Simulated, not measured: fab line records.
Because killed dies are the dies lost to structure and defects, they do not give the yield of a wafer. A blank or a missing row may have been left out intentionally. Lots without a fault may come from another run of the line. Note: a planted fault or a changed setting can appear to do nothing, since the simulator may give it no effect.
fab line records	flow n5_finfet
record lots=24	wafers=72	last_day=17
route steps=1938 shown HKMG_FIN@454 GATE_CUT@466
lots that met no fault: taken from a fault-free run of the same line
start_h: hours from the record's opening day to when the first of the lot's shown wafers began	wait_h: time in hours since the lot's previous step	" same as the row above	L1.1+2: one row covering several wafers at once	- value missing, or start not given	* or withheld: withheld	< > ~ a bound
route shown NAME@n: NAME is a module with steps in the file, n the number in the route of the first one	usual: mean/standard deviation of fault-free wafers	same: alike in all rows	chamber/n: place in a boat	sites: each site's reading	_std_site: the standard deviation of these	_edge_site: the outer-site mean with the inner-site mean subtracted	radius_mm: how far each site lies from the wafer's centre	mask NAME#n: copy n	behind: the tool/chamber that last shaped the wafer	hold: reason for holding the lot/hours on hold/outcome of the hold	device: names the non-switching transistor (n, p or np)	end of line: the route-end tests of the same wafers	a step without rows: its recipe alone	killed: count of dies lost to structure and defects at first sort (not the wafer's yield)	map: shows each die of a wafer: x if killed, . if not, _ if none is there
set.NAME: the setting the step ran with; set.NAME@STEP: the setting that earlier step ran with	model.NAME: the simulator's own value behind a step, which no gauge read
a sample of lots followed through the steps of the route, with each step as a table and each wafer as a row
services: a tool's chamber out of use, with start hour (start_h, from the record's first day; less than 0 if before it), hours out, and reason
## steps
# step N5_HKMG_FIN_ETCHBACK_68
# recipe chemistry=Cl2/Ar	stop_on=HfO2	target_depth_a=5	pressure_mtorr=10	icp_w=600	bias_w=60	Cl2_flow_sccm=40	Ar_flow_sccm=60
# usual bias_w=60.01/0.19	drypump_motor_current_A=5.48/0.22	oes_product_au=0.78/0.11	throttle_valve_pct=21.06/0.26
lot.wafer	tool	chamber	start_h	wait_h	bias_w	drypump_motor_current_A	oes_product_au	rf_hours_counter_h	throttle_valve_pct
L074.1	rie_metal-01	1	78.45	0.0	60.14	5.35	0.88	8	20.64
L074.2	"	0	"	"	60.02	5.42	0.69	77	21.36
L074.3	"	1	"	"	59.88	5.36	0.88	-	20.64
L075.2	rie_metal-02	0	85.34	0.0	59.83	5.63	0.79	30	20.96
L075.3	"	1	"	"	59.83	5.05	0.58	-	21.47
L075.6	"	1	"	"	60.12	5.05	0.58	-	21.46
L076.2	rie_metal-03	1	91.46	0.0	59.63	5.84	0.59	152	21.41
L076.5	"	1	"	"	59.86	5.85	0.58	-	21.40
L076.6	"	0	"	"	60.14	5.48	0.81	-	20.96
L077.1	rie_metal-03	0	96.56	0.0	60.05	5.45	0.82	26	20.96
L077.2	"	1	"	"	59.92	5.85	0.58	152	21.40
L077.5	"	1	"	"	59.74	5.85	0.58	-	21.43
L078.2	rie_metal-03	0	99.09	0.0	60.17	5.46	0.81	26	20.95
L078.4	"	0	"	"	60.38	5.46	0.81	-	20.94
L078.6	"	0	"	"	60.27	5.44	0.81	-	20.94
L079.1	rie_metal-02	0	107.97	0.0	60.23	5.63	0.78	33	20.98
L079.2	"	0	"	"	60.31	5.63	0.77	-	20.97
L079.4	"	0	"	"	59.99	5.66	0.77	-	20.97
L080.2	rie_metal-01	0	113.06	0.0	59.94	5.46	0.68	81	21.38
L080.3	"	1	"	"	60.31	5.32	0.85	-	20.67
L080.6	"	1	"	"	60.26	5.34	0.84	-	20.66
L081.1	rie_metal-03	1	119.58	0.0	59.75	5.84	0.98	0	21.04
L081.3	"	0	"	"	60.11	5.47	0.81	-	20.96
L081.6	"	1	"	"	59.67	5.84	0.98	-	21.02
L082.2	rie_metal-02	0	129.98	0.0	60.12	5.64	0.76	36	20.98
L082.3	"	0	"	"	60.18	5.63	0.76	-	20.97
L082.6	"	1	"	"	59.89	5.05	1.00	-	21.18
L083.3	rie_metal-03	0	136.82	0.1	60.17	5.48	0.80	-	20.96
L083.4	"	1	"	"	59.91	5.84	0.95	-	21.01
L083.5	"	0	"	"	59.88	5.44	0.81	-	20.96
L084.1	rie_metal-01	0	139.23	0.0	60.40	5.46	0.68	84	21.39
L084.2	"	1	"	"	59.59	5.33	0.84	15	20.67
L084.4	"	1	"	"	60.06	5.35	0.84	-	20.68
L086.2	rie_metal-03	0	149.48	0.0	59.94	5.45	0.79	31	20.96
L086.3	"	0	"	"	59.94	5.48	0.80	-	20.95
L086.4	"	1	"	"	60.15	5.85	0.76	-	21.23
L085.1	rie_metal-01	1	152.66	0.0	59.90	5.35	0.84	16	20.69
L085.4	"	0	"	"	59.85	5.46	0.67	-	21.38
L085.5	"	1	"	"	60.22	5.33	0.83	-	20.67
L087.4	rie_metal-01	0	159.48	0.1	60.10	5.41	0.67	-	21.39
L087.5	"	0	"	"	59.87	5.44	0.67	-	21.38
L087.6	"	1	"	"	60.16	5.33	0.83	-	20.69
L088.2	rie_metal-02	0	160.37	0.0	59.82	5.61	0.76	39	20.99
L088.4	"	1	"	"	60.05	5.08	0.95	-	21.14
L088.6	"	1	"	"	60.14	5.06	0.95	-	21.19
L089.2	rie_metal-01	0	167.67	0.0	60.13	5.44	0.67	86	21.38
L089.3	"	1	"	"	59.70	5.32	0.83	-	20.69
L089.6	"	1	"	"	59.86	5.35	0.83	-	20.68
L090.4	rie_metal-03	0	175.35	0.1	60.09	5.46	0.80	-	20.98
L090.5	"	0	"	"	60.21	5.46	0.80	-	20.95
L090.6	"	1	"	"	60.01	5.83	0.93	-	21.03
L091.1	rie_metal-03	0	180.45	0.0	59.79	5.43	0.80	33	20.99
L091.4	"	0	"	"	60.05	5.43	0.80	-	20.97
L091.5	"	1	"	"	60.37	5.84	0.92	-	21.04
L092.1	rie_metal-02	0	187.19	0.0	59.86	5.65	0.75	42	20.99
L092.2	"	1	"	"	60.06	5.04	0.93	6	21.19
L092.4	"	0	"	"	59.86	5.62	0.75	-	21.00
L093.1	rie_metal-01	1	194.41	0.0	59.63	5.38	0.82	20	20.68
L093.3	"	0	"	"	59.94	5.46	0.67	-	21.40
L093.4	"	1	"	"	59.75	5.34	0.82	-	20.69
L094.4	rie_metal-02	0	199.03	0.1	59.89	5.64	0.74	-	21.02
L094.5	"	0	"	"	59.82	5.67	0.75	-	20.99
L094.6	"	1	"	"	60.40	5.07	0.92	-	21.17
L095.2	rie_metal-01	1	205.64	0.0	60.10	5.33	0.81	21	20.68
L095.3	"	0	"	"	60.08	5.46	0.66	-	21.40
L095.5	"	0	"	"	59.91	5.50	0.66	-	21.39
L096.1	rie_metal-01	1	212.89	0.0	59.74	5.37	0.81	21	20.69
L096.2	"	0	"	"	60.42	5.45	0.66	91	21.41
L096.3	"	1	"	"	59.68	5.35	0.81	-	20.68
L097.3	rie_metal-01	1	217.09	0.1	60.22	5.35	0.81	-	20.68
L097.4	"	0	"	"	59.70	5.44	0.66	-	21.39
L097.6	"	0	"	"	59.84	5.45	0.66	-	21.39
# step N5_HKMG_FIN_CMP_94
# recipe stop_on=SiNx	post_cmp_clean=w_dilute_nh4oh	t_overpolish_s=4.7	down_force_psi=4	platen_rpm=50.289	pad_velocity_m_s=1.0006	target_thk_nm=43.299
# usual motor_current_A=11.9/0.85
lot.wafer	tool	chamber	start_h	wait_h	motor_current_A
L074.1	cmp-03	1	80.07	0.4	12.0
L074.3	"	2	"	"	13.7
L074.2	"	3	"	"	10.6
L075.3	cmp-03	3	86.91	0.4	11.2
L075.2	"	1	"	"	11.8
L075.6	"	3	"	"	11.1
L076.2	cmp-04	1	93.09	0.4	11.5
L076.6	"	1	"	"	11.5
L076.5	"	2	"	"	12.3
L077.2	cmp-04	2	98.10	0.4	11.9
L077.1	"	1	"	"	10.9
L077.5	"	3	"	"	10.4
L078.4	cmp-04	0	100.66	0.3	12.5
L078.2	"	2	"	"	11.5
L078.6	"	3	"	"	11.4
L079.4	cmp-04	1	109.69	0.4	11.4
L079.2	"	3	"	"	10.7
L079.1	"	0	"	"	12.3
L080.2	cmp-02	3	114.64	0.3	11.8
L080.3	"	1	"	"	13.7
L080.6	"	2	"	"	12.9
L081.1	cmp-02	1	121.14	0.3	13.1
L081.3	"	3	"	"	12.2
L081.6	"	0	"	"	12.7
L082.2	cmp-04	2	131.51	0.4	12.5
L082.3	"	0	"	"	12.6
L082.6	"	2	"	"	12.2
L083.4	cmp-02	3	138.48	0.3	11.5
L083.3	"	1	"	"	13.8
L083.5	"	2	"	"	13.2
L084.2	cmp-03	1	140.76	0.4	12.2
L084.1	"	3	"	"	11.0
L084.4	"	0	"	"	11.6
L086.2	cmp-04	3	151.01	0.4	10.9
L086.3	"	0	"	"	12.7
L086.4	"	2	"	"	12.4
L085.1	cmp-02	2	154.20	0.4	12.7
L085.4	"	3	"	"	11.4
L085.5	"	2	"	"	12.8
L087.4	cmp-04	2	161.13	0.3	11.9
L087.6	"	0	"	"	12.1
L087.5	"	1	"	"	11.2
L088.4	cmp-03	3	161.98	0.4	10.9
L088.2	"	1	"	"	12.2
L088.6	"	0	"	"	11.4
L089.3	cmp-04	0	169.25	0.3	11.9
L089.2	"	2	"	"	11.3
L089.6	"	3	"	"	10.4
L090.4	cmp-04	2	177.03	0.2	12.0
L090.5	"	3	"	"	10.6
L090.6	"	0	"	"	12.3
L091.4	cmp-04	1	182.02	0.4	11.1
L091.1	"	2	"	"	11.8
L091.5	"	2	"	"	12.2
L092.2	cmp-04	3	188.83	0.3	11.0
L092.4	"	0	"	"	13.4
L092.1	"	1	"	"	10.7
L093.3	cmp-02	2	195.95	0.4	13.6
L093.4	"	3	"	"	11.8
L093.1	"	1	"	"	13.7
L094.4	cmp-02	3	200.63	0.2	12.0
L094.6	"	0	"	"	12.4
L094.5	"	1	"	"	13.4
L095.2	cmp-04	0	207.19	0.4	12.3
L095.3	"	3	"	"	10.9
L095.5	"	0	"	"	12.1
L096.3	cmp-02	2	214.54	0.4	12.3
L096.1	"	3	"	"	12.2
L096.2	"	0	"	"	12.3
L097.3	cmp-04	0	218.59	0.4	12.7
L097.4	"	2	"	"	12.6
L097.6	"	0	"	"	13.0
# step N5_GATE_CUT_ETCH_56
# recipe chemistry=Cl2/Ar	target=TiN	target_depth_a=216	pressure_mtorr=10	icp_w=600	bias_w=60	Cl2_flow_sccm=40	Ar_flow_sccm=60
# usual bias_w=59.99/0.19	drypump_motor_current_A=5.45/0.24	oes_product_au=0.81/0.11	throttle_valve_pct=21.05/0.22
lot.wafer	tool	chamber	start_h	wait_h	bias_w	drypump_motor_current_A	oes_product_au	rf_hours_counter_h	throttle_valve_pct
L074.1	rie_metal-03	0	80.46	0.1	59.99	5.46	0.83	25	20.94
L074.2	"	1	"	"	60.23	5.84	0.59	152	21.40
L074.3	"	0	"	"	59.86	5.46	0.82	-	20.96
L075.2	rie_metal-02	1	87.30	0.1	60.02	5.05	0.60	148	21.42
L075.3	"	1	"	"	60.36	5.04	0.60	-	21.42
L075.6	"	1	"	"	60.05	5.04	0.60	-	21.43
L076.2	rie_metal-01	1	93.47	0.1	60.01	5.33	0.87	10	20.65
L076.5	"	1	"	"	60.25	5.35	0.87	-	20.66
L076.6	"	0	"	"	59.79	5.48	0.69	-	21.35
L077.1	rie_metal-03	1	98.49	0.1	60.17	5.85	0.59	152	21.39
L077.2	"	0	"	"	59.90	5.44	0.82	26	20.95
L077.5	"	0	"	"	59.74	5.45	0.83	-	20.93
L078.2	rie_metal-02	0	101.17	0.2	59.58	5.61	0.78	-	20.97
L078.4	"	0	"	"	59.70	5.65	0.78	-	20.97
L078.6	"	0	"	"	59.93	5.61	0.79	-	20.95
L079.1	rie_metal-03	0	110.19	0.2	60.06	5.47	0.82	28	20.96
L079.2	"	0	"	"	59.77	5.44	0.82	-	20.95
L079.4	"	0	"	"	60.05	5.46	0.82	-	20.95
L080.2	rie_metal-01	1	114.99	0.1	59.99	5.33	0.84	12	20.66
L080.3	"	1	"	"	59.91	5.36	0.85	-	20.67
L080.6	"	0	"	"	59.44	5.45	0.68	-	21.36
L081.1	rie_metal-01	0	121.50	0.1	60.25	5.45	0.68	82	21.36
L081.3	"	1	"	"	60.10	5.35	0.85	-	20.66
L081.6	"	1	"	"	60.03	5.34	0.85	-	20.68
L082.2	rie_metal-01	0	131.90	0.1	60.21	5.45	0.67	84	21.39
L082.3	"	0	"	"	59.96	5.48	0.68	-	21.39
L082.6	"	1	"	"	60.01	5.35	0.83	-	20.69
L083.3	rie_metal-02	0	138.87	0.1	60.02	5.65	0.77	-	20.97
L083.4	"	1	"	"	60.01	5.04	1.00	-	21.14
L083.5	"	1	"	"	60.09	5.05	1.00	-	21.15
L084.1	rie_metal-02	1	141.15	0.1	60.42	5.05	0.99	2	21.16
L084.2	"	0	"	"	59.81	5.60	0.76	37	20.99
L084.4	"	1	"	"	60.39	5.03	0.99	-	21.15
L086.2	rie_metal-02	1	151.40	0.1	59.71	5.07	0.98	2	21.15
L086.3	"	1	"	"	59.92	5.05	0.99	-	21.13
L086.4	"	0	"	"	59.94	5.60	0.76	-	20.98
L085.1	rie_metal-01	0	154.58	0.1	59.92	5.49	0.68	86	21.38
L085.4	"	0	"	"	60.18	5.50	0.67	-	21.38
L085.5	"	1	"	"	59.90	5.36	0.83	-	20.66
L087.4	rie_metal-03	0	161.49	0.1	60.15	5.46	0.82	-	20.95
L087.5	"	1	"	"	59.86	5.85	0.95	-	21.01
L087.6	"	0	"	"	60.39	5.45	0.81	-	20.97
L088.2	rie_metal-03	0	162.37	0.1	59.95	5.47	0.82	32	20.95
L088.4	"	1	"	"	60.26	5.85	0.94	-	21.01
L088.6	"	1	"	"	60.15	5.81	0.95	-	21.02
L089.2	rie_metal-03	0	169.60	0.1	59.79	5.47	0.80	32	20.96
L089.3	"	0	"	"	59.89	5.45	0.81	-	20.95
L089.6	"	1	"	"	59.88	5.86	0.94	-	21.03
L090.4	rie_metal-03	0	177.36	0.1	60.06	5.44	0.82	-	20.95
L090.5	"	1	"	"	59.94	5.85	0.95	-	21.00
L090.6	"	0	"	"	60.03	5.44	0.81	-	20.95
L091.1	rie_metal-02	1	182.41	0.1	60.14	5.06	0.95	6	21.15
L091.4	"	1	"	"	59.85	5.06	0.95	-	21.16
L091.5	"	0	"	"	60.19	5.64	0.75	-	21.01
L092.1	rie_metal-01	1	189.18	0.1	59.97	5.31	0.82	20	20.68
L092.2	"	0	"	"	60.05	5.45	0.67	89	21.39
L092.4	"	1	"	"	59.98	5.35	0.81	-	20.70
L093.1	rie_metal-02	0	196.34	0.1	60.18	5.63	0.75	42	21.00
L093.3	"	1	"	"	60.18	5.05	0.94	-	21.16
L093.4	"	0	"	"	60.11	5.64	0.75	-	20.99
L094.4	rie_metal-02	0	200.96	0.1	60.03	5.62	0.74	-	21.00
L094.5	"	0	"	"	60.11	5.65	0.75	-	21.00
L094.6	"	1	"	"	59.77	5.06	0.95	-	21.16
L095.2	rie_metal-01	0	207.58	0.1	59.74	5.40	0.67	91	21.40
L095.3	"	0	"	"	59.99	5.46	0.67	-	21.38
L095.5	"	0	"	"	59.66	5.43	0.67	-	21.41
L096.1	rie_metal-02	0	214.92	0.1	60.16	5.63	0.74	45	21.00
L096.2	"	1	"	"	60.23	5.07	0.93	9	21.16
L096.3	"	1	"	"	60.12	5.07	0.93	-	21.15
L097.3	rie_metal-02	1	219.01	0.1	59.88	5.06	0.94	-	21.17
L097.4	"	0	"	"	60.00	5.60	0.75	-	21.01
L097.6	"	0	"	"	60.06	5.62	0.74	-	20.99
# step N5_GATE_CUT_SAC_CAP_01
# recipe material=SiNx	target_thk_a=240	temp_c=400	ald_precursor_family=SiH2I2	ald_co_reactant=N2/H2-plasma	pulse_time_s=1	ald_cycles=480	purge_time_s=2	co_reactant_purge_time_s=2	pressure_torr=2
# usual heater_power_w=802/79	precursor_pulse_height_rel=1.000/0.02
# same purge_time_s=2
lot.wafer	tool	chamber	start_h	wait_h	heater_power_w	precursor_pulse_height_rel
L074.1	ald_sin-04	1	82.09	1.2	832	1.007
L074.2	"	2	"	"	838	1.005
L074.3	"	0	"	"	923	1.017
L075.2	ald_sin-02	1	87.80	0.0	696	1.035
L075.3	"	3	"	"	763	0.986
L075.6	"	0	88.88	1.1	951	0.983
L076.2	ald_sin-04	1	94.44	0.5	817	1.011
L076.5	"	0	95.53	1.6	910	1.048
L076.6	"	2	"	"	805	0.997
L077.1	ald_sin-03	2	100.45	1.5	825	0.990
L077.2	"	1	"	"	862	0.995
L077.5	"	3	101.54	2.6	778	1.030
L078.2	ald_sin-02	1	101.77	0.0	713	0.979
L078.4	"	0	102.86	1.1	969	1.004
L078.6	"	3	"	"	750	1.012
L079.1	ald_sin-02	2	110.83	0.0	740	0.992
L079.2	"	3	"	"	746	0.985
L079.4	"	1	"	"	698	1.027
L080.2	ald_sin-02	0	115.96	0.4	959	1.007
L080.3	"	2	"	"	750	0.968
L080.6	"	2	117.04	1.5	742	0.987
L081.1	ald_sin-04	1	121.99	0.0	830	1.001
L081.3	"	2	"	"	826	1.006
L081.6	"	1	123.07	1.1	821	1.034
L082.2	ald_sin-03	1	132.39	0.0	866	1.017
L082.3	"	2	"	"	809	1.011
L082.6	"	0	133.47	1.1	727	1.006
L083.3	ald_sin-02	0	139.46	0.0	976	0.979
L083.4	"	2	"	"	735	0.979
L083.5	"	3	140.55	1.1	738	0.991
L084.1	ald_sin-04	2	141.67	0.0	837	0.990
L084.2	"	3	"	"	718	0.976
L084.4	"	0	"	"	917	0.985
L086.2	ald_sin-03	1	151.89	0.0	888	0.973
L086.3	"	0	"	"	747	1.016
L086.4	"	3	"	"	780	1.036
L085.1	ald_sin-03	0	155.07	0.0	749	0.993
L085.4	"	2	"	"	815	0.981
L085.5	"	2	156.16	1.1	839	0.972
L087.4	ald_sin-03	0	162.05	0.0	752	0.976
L087.5	"	0	163.14	1.1	736	1.017
L087.6	"	1	"	"	865	0.981
L088.2	ald_sin-04	2	162.86	0.0	820	1.040
L088.4	"	0	"	"	921	1.007
L088.6	"	0	163.94	1.1	906	0.956
L089.2	ald_sin-03	1	170.09	0.0	879	0.989
L089.3	"	2	"	"	823	1.004
L089.6	"	0	171.18	1.1	742	1.024
L090.4	ald_sin-03	3	179.16	1.4	796	0.989
L090.5	"	3	180.25	2.5	768	1.028
L090.6	"	0	"	"	745	1.042
L091.1	ald_sin-02	3	183.77	0.9	757	1.028
L091.4	"	2	184.86	2.0	748	1.018
L091.5	"	1	"	"	716	1.011
L092.1	ald_sin-02	0	190.07	0.4	959	0.967
L092.2	"	3	"	"	741	1.001
L092.4	"	1	"	"	700	0.988
L093.1	ald_sin-02	3	196.82	0.0	756	1.009
L093.3	"	2	"	"	744	1.004
L093.4	"	0	"	"	961	1.012
L094.4	ald_sin-03	0	202.50	1.1	738	0.984
L094.5	"	3	"	"	786	0.996
L094.6	"	1	"	"	876	1.007
L095.2	ald_sin-02	0	208.07	0.0	953	1.019
L095.3	"	3	"	"	759	1.037
L095.5	"	0	209.16	1.1	972	1.042
L096.1	ald_sin-03	3	216.03	0.6	776	1.026
L096.2	"	0	"	"	723	0.953
L096.3	"	1	"	"	852	1.006
L097.3	ald_sin-04	0	219.51	0.0	911	1.009
L097.4	"	3	"	"	719	1.030
L097.6	"	0	220.59	1.1	889	1.022
# step N5_GATE_CUT_OVL_MEAS_14
# recipe points_per_wafer=522
# usual GATE_CUT_OVL=0.4/0.74
lot.wafer	tool	chamber	start_h	wait_h	GATE_CUT_OVL[nm]
L074.1	overlay-01	0	85.05	0.0	1.2
L074.2	"	0	"	"	1.4
L074.3	"	0	"	"	2.0
L075.2	overlay-02	0	90.77	0.0	0.2
L075.3	"	0	"	"	0.5
L075.6	"	0	"	"	-0.8
L076.2	overlay-02	0	97.41	0.0	0.1
L076.5	"	0	"	"	0.8
L076.6	"	0	"	"	0.2
L077.1	overlay-02	0	103.41	0.0	1.0
L077.2	"	0	"	"	0.6
L077.5	"	0	"	"	-0.4
L078.2	overlay-02	0	104.80	0.0	0.4
L078.4	"	0	"	"	0.8
L078.6	"	0	"	"	0.0
L079.1	overlay-01	0	113.80	0.0	0.8
L079.2	"	0	"	"	0.5
L079.4	"	0	"	"	0.2
L080.2	overlay-01	0	118.93	0.0	1.0
L080.3	"	0	"	"	0.3
L080.6	"	0	"	"	1.0
L081.1	overlay-02	0	124.95	0.0	1.4
L081.3	"	0	"	"	0.7
L081.6	"	0	"	"	0.0
L082.2	overlay-01	0	135.48	0.0	1.4
L082.3	"	0	"	"	0.1
L082.6	"	0	"	"	0.6
L083.3	overlay-01	0	142.44	0.0	1.1
L083.4	"	0	"	"	-0.1
L083.5	"	0	"	"	1.0
L084.1	overlay-02	0	144.76	0.0	0.7
L084.2	"	0	"	"	0.1
L084.4	"	0	"	"	-0.6
L086.2	overlay-02	0	154.99	0.0	-0.6
L086.3	"	0	"	"	-0.1
L086.4	"	0	"	"	-0.3
L085.1	overlay-01	0	158.04	0.0	-0.3
L085.4	"	0	"	"	1.5
L085.5	"	0	"	"	0.4
L087.4	overlay-01	0	165.04	0.0	1.0
L087.5	"	0	"	"	0.2
L087.6	"	0	"	"	0.3
L088.2	overlay-02	0	165.83	0.0	-2.0
L088.4	"	0	"	"	-0.9
L088.6	"	0	"	"	-0.7
L089.2	overlay-01	0	173.19	0.0	1.2
L089.3	"	0	"	"	0.1
L089.6	"	0	"	"	1.0
L090.4	overlay-01	0	182.27	0.0	-0.9
L090.5	"	0	"	"	-0.2
L090.6	"	0	"	"	-2.1
L091.1	overlay-02	0	186.73	0.0	0.0
L091.4	"	0	"	"	0.1
L091.5	"	0	"	"	0.4
L092.1	overlay-02	0	193.16	0.0	1.3
L092.2	"	0	"	"	0.4
L092.4	"	0	"	"	0.8
L093.1	overlay-02	0	199.91	0.0	1.2
L093.3	"	0	"	"	1.2
L093.4	"	0	"	"	0.6
L094.4	overlay-01	0	204.41	0.0	0.9
L094.5	"	0	"	"	-0.5
L094.6	"	0	"	"	-0.9
L095.2	overlay-02	0	211.05	0.0	-0.4
L095.3	"	0	"	"	0.4
L095.5	"	0	"	"	0.9
L096.1	overlay-01	0	218.99	0.0	-0.8
L096.2	"	0	"	"	0.6
L096.3	"	0	"	"	0.1
L097.3	overlay-02	0	222.48	0.0	0.3
L097.4	"	0	"	"	-0.3
L097.6	"	0	"	"	1.0
# step N5_GATE_CUT_VAPOR_ETCH_48
# recipe chemistry=BCl3/Cl2	target=TiN	mode=isotropic
# usual drypump_motor_current_A=5.44/0.2	oes_product_au=0.79/0.093
lot.wafer	tool	chamber	start_h	wait_h	drypump_motor_current_A	oes_product_au
L074.1	rie_metal-03	1	85.72	0.0	5.85	0.58
L074.2	"	0	"	"	5.46	0.84
L074.3	"	1	"	"	5.83	0.59
L075.2	rie_metal-02	1	91.49	0.0	5.05	0.59
L075.3	"	0	"	"	5.60	0.81
L075.6	"	0	"	"	5.61	0.81
L076.2	rie_metal-01	1	98.07	0.0	5.33	0.88
L076.5	"	0	"	"	5.43	0.69
L076.6	"	1	"	"	5.29	0.87
L077.1	rie_metal-03	0	104.26	0.1	5.46	0.82
L077.2	"	0	"	"	5.46	0.83
L077.5	"	0	"	"	5.47	0.82
L078.2	rie_metal-02	0	105.65	0.1	5.64	0.80
L078.4	"	0	"	"	5.65	0.80
L078.6	"	0	"	"	5.65	0.80
L079.1	rie_metal-02	0	114.64	0.1	5.62	0.80
L079.2	"	0	"	"	5.61	0.79
L079.4	"	0	"	"	5.63	0.80
L080.2	rie_metal-02	0	119.78	0.1	5.62	0.79
L080.3	"	0	"	"	5.61	0.79
L080.6	"	0	"	"	5.61	0.79
L081.1	rie_metal-01	1	125.82	0.0	5.34	0.85
L081.3	"	1	"	"	5.32	0.85
L081.6	"	1	"	"	5.33	0.85
L082.2	rie_metal-02	1	136.52	0.0	5.06	1.00
L082.3	"	1	"	"	5.06	0.99
L082.6	"	1	"	"	5.05	0.99
L083.3	rie_metal-01	1	143.10	0.0	5.34	0.86
L083.4	"	0	"	"	5.47	0.70
L083.5	"	0	"	"	5.45	0.69
L084.1	rie_metal-01	1	145.59	0.0	5.34	0.85
L084.2	"	0	"	"	5.46	0.69
L084.4	"	0	"	"	5.46	0.69
L086.2	rie_metal-02	0	155.65	0.0	5.61	0.78
L086.3	"	0	"	"	5.61	0.78
L086.4	"	1	"	"	5.06	0.96
L085.1	rie_metal-03	1	158.71	0.0	5.84	0.94
L085.4	"	1	"	"	5.85	0.93
L085.5	"	0	"	"	5.50	0.81
L087.4	rie_metal-01	0	165.70	0.0	5.42	0.69
L087.5	"	0	"	"	5.43	0.69
L087.6	"	1	"	"	5.29	0.84
L088.2	rie_metal-02	1	166.70	0.0	5.06	0.96
L088.4	"	1	"	"	5.07	0.95
L088.6	"	1	"	"	5.06	0.95
L089.2	rie_metal-01	0	173.85	0.0	5.43	0.69
L089.3	"	1	"	"	5.35	0.83
L089.6	"	0	"	"	5.46	0.69
L090.4	rie_metal-01	0	182.93	0.0	5.42	0.67
L090.5	"	1	"	"	5.39	0.83
L090.6	"	0	"	"	5.45	0.67
L091.1	rie_metal-01	0	187.40	0.0	5.44	0.68
L091.4	"	1	"	"	5.35	0.83
L091.5	"	1	"	"	5.34	0.83
L092.1	rie_metal-03	1	193.82	0.0	5.85	0.92
L092.2	"	0	"	"	5.44	0.81
L092.4	"	1	"	"	5.85	0.92
L093.1	rie_metal-01	1	200.59	0.0	5.37	0.82
L093.3	"	1	"	"	5.36	0.82
L093.4	"	0	"	"	5.43	0.68
L094.4	rie_metal-02	0	205.13	0.0	5.58	0.77
L094.5	"	0	"	"	5.60	0.77
L094.6	"	1	"	"	5.08	0.95
L095.2	rie_metal-02	1	211.82	0.0	5.07	0.91
L095.3	"	1	"	"	5.08	0.92
L095.5	"	0	"	"	5.65	0.77
L096.1	rie_metal-01	1	219.67	0.0	5.34	0.82
L096.2	"	0	"	"	5.44	0.68
L096.3	"	1	"	"	5.34	0.83
L097.3	rie_metal-01	1	224.17	0.0	5.36	0.82
L097.4	"	0	"	"	5.46	0.68
L097.6	"	0	"	"	5.43	0.68
## services
tool	chamber	start_h	hours	kind
rie_metal-02	-	67.25	2.8	pm
ald_sin-02	-	70.28	0.8	pm
ald_sin-03	1	71.10	10.7	repair
cmp-02	-	79.13	3.5	pm
ald_sin-03	-	86.05	14.0	pm
cmp-03	-	90.09	2.3	repair
cmp-02	-	91.49	1.4	repair
ald_sin-02	1	93.30	6.1	repair
rie_metal-03	-	95.55	0.6	repair
rie_metal-02	1	96.61	-	clean
rie_metal-02	1	96.61	25.2	scheduled_down
rie_metal-02	1	96.61	25.2	vent_cycle
rie_metal-03	1	103.36	-	clean
rie_metal-03	1	103.36	15.9	scheduled_down
cmp-04	-	128.42	0.5	repair
ald_sin-03	0	143.95	2.6	repair
cmp-03	-	152.68	4.0	pm
ald_sin-04	-	176.75	14.0	pm
ald_sin-02	0	181.20	4.4	repair
ald_sin-04	3	191.51	5.3	repair
cmp-03	-	192.87	3.3	repair
ald_sin-02	-	193.37	2.7	repair
cmp-04	-	209.70	5.9	pm
cmp-02	-	220.16	4.0	pm
## key
fault none
